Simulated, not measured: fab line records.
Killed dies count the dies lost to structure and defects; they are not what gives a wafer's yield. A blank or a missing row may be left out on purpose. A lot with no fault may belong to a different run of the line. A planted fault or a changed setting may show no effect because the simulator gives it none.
Struck lot and sound lot, side by side | flow nand harc | 44 steps out of a route of 1159
Sound: the wafers L427.2, L427.3, L427.5. Struck: wafers L431.1, L431.2, L431.6. Last of all comes the cause.
Per side, at each step with rows, come the tool, then ch with its chambers, and then its first start. Under that, the readings that differ: sound wafers | struck wafers | difference of the means | sigmas: that difference in standard deviations of wafers without a fault.
alike: readings with means less than 2 such deviations apart, plus words and numbers identical on both sides. not compared: withheld readings, readings lacking a value on some wafer, bounds such as >300 that could conceal the same value, and numbers that have no deviation in the record and whose values overlap.
A row with sigmas, a row that says differs or no value, or rows on one side alone: a step with any of these is where the two part. Numbers that have no deviation but don't overlap get no sigmas and don't part them. A reading that every wafer of one side lacks parts them only if that side has two wafers or more.

first, 7 steps without rows for these wafers: NHARC_P_STI_SRD_35; NHARC_P_STI_ETCH_36 (etches SiO2 in dHF, target depth 38.8 nm); NHARC_P_STI_STRIP_24 (strips Si3N4 in H3PO4); NHARC_P_STI_ETCH_37 (etches SiO2 in dHF, target depth 11 nm); NHARC_P_STI_PRECLEAN_38 (cleans in SC1); NHARC_P_STI_SRD_39; NHARC_P_STI_OXIDE_40 (material SiO2, target thk 10 nm, ox time 1362 s).
NHARC_P_STI_INSPECT_25:
  sound on defect inspect-02 at day 3 19:10; struck on defect inspect-01 at day 4 23:50
  alike: raw defect count
then, 3 steps without rows for these wafers: NHARC_P_GATE_ETCH_69 (etches SiO2 in dHF, target depth 14 nm); NHARC_P_GATE_PRECLEAN_70 (cleans in SC1); NHARC_P_GATE_SRD_01.
NHARC_P_GATE_OXIDE_02: material SiO2, target thk 37.5 nm, ox time 365 s.
  sound on furnace-06 ch 0, day 3 22:29; struck on furnace-03 ch 0, day 5 03:07
  alike: spike tc top C
then, 8 steps without rows for these wafers: NHARC_P_GATE_DEHYDRATE_03 (time 120 s); NHARC_P_GATE_HMDS_04 (time 30 s); NHARC_P_GATE_COAT_05; NHARC_P_GATE_SOFTBAKE_06 (time 95 s); NHARC_P_GATE_EBR_07; NHARC_P_GATE_EXPOSE_08 (exposes mask P HV); NHARC_P_GATE_PEB_09 (peb time 85 s); NHARC_P_GATE_DEVELOP_10 (time 70 s).
NHARC_P_GATE_CD_MEAS_11: target cd 1640 nm.
  sound on cd sem-01 ch 0, day 4 03:40; struck on cd sem-01 ch 0, day 5 08:07
  alike: cd nm
then, 1 step without rows for these wafers: NHARC_P_GATE_HARDBAKE_12 (time 80 s).
NHARC_P_GATE_DESCUM_13: chemistry O2, time 3 s.
  sound on rie diel-11 ch 1,2,3, day 4 03:51; struck on rie diel-06 ch 1,2,3, day 5 08:18
  alike: drypump motor current A, oes product au, rf vpp V, showerhead plenum p Torr, throttle valve pct
  not compared: rf hours counter h
then, 6 steps without rows for these wafers: NHARC_P_GATE_ETCH_14 (etches SiO2 in dHF, target depth 48.8 nm); NHARC_P_GATE_STRIP_15 (strips in SPM, time 780 s); NHARC_P_GATE_PRECLEAN_71 (cleans in SC1); NHARC_P_GATE_SRD_72; NHARC_P_GATE_OXIDE_16 (material SiO2, target thk 3 nm, ox time 392 s); NHARC_P_GATE_CVD_17 (deposits poly-Si, target thk 150 nm, time 900 s).
NHARC_P_GATE_HM_DEP_102: deposits aC, target thk 120 nm.
  sound on acl dep-02 ch 0, day 4 16:09; struck on acl dep-02 ch 0, day 5 22:10
  alike: throttle valve pct
NHARC_P_GATE_DEP_103: deposits SiON, target thk 30 nm.
  sound on pecvd-01 ch 0,1,2, day 4 16:44; struck on pecvd-01 ch 0,1,2, day 5 23:08
  alike: heater power w
then, 8 steps without rows for these wafers: NHARC_P_GATE_DEHYDRATE_18 (time 120 s); NHARC_P_GATE_HMDS_19 (time 30 s); NHARC_P_GATE_COAT_20 (resist thk 90 nm); NHARC_P_GATE_SOFTBAKE_21 (time 55 s); NHARC_P_GATE_EBR_22; NHARC_P_GATE_EXPOSE_23 (exposes mask P GATE, target cd 120 nm); NHARC_P_GATE_PEB_24 (peb time 65 s); NHARC_P_GATE_DEVELOP_25 (develop time 35 s).
NHARC_P_GATE_CD_MEAS_26: target cd 120 nm.
  sound on cd sem-02 ch 0, day 4 17:16; struck on cd sem-03 ch 0, day 5 23:48
  alike: cd nm
NHARC_P_GATE_OVL_MEAS_27:
  sound on overlay-02 at day 4 17:21; struck on overlay-02 at day 5 23:53
  reading           | sound          | struck      | difference | sigmas
  overlay y nm (nm) | -1.4 -1.0 -1.4 | 0.7 0.9 0.9 | +2.1       | +2
  alike: overlay x nm
NHARC_P_GATE_INSPECT_28:
  sound on defect inspect-02 at day 4 17:23; struck on defect inspect-02 at day 5 23:56
  reading          | sound | struck      | difference | sigmas
  raw defect count | 6 9 7 | 344 319 316 | +319       | +99 or more
NHARC_P_GATE_INSPECT_68:
  sound on defect inspect-02 at day 5 12:14; struck on defect inspect-01 at day 6 18:42
  reading          | sound       | struck      | difference | sigmas
  raw defect count | 185 165 183 | 454 642 522 | +362       | +5
-- break in the record here, with 14 days between the starts of the struck wafers on either side (left off in module P_GATE, picked up again in module END, where the first step shown is number 1159 on the route) --
NHARC_END_SORT_01:
  here the record holds rows for the struck wafers (prober-02 ch 0, day 20 09:10) but none for the sound ones

== WHERE THEY PART ==
Earliest at NHARC_P_GATE_OVL_MEAS_27; latest, in this record, at NHARC_END_SORT_01.

WHY: what had been put in by the simulator
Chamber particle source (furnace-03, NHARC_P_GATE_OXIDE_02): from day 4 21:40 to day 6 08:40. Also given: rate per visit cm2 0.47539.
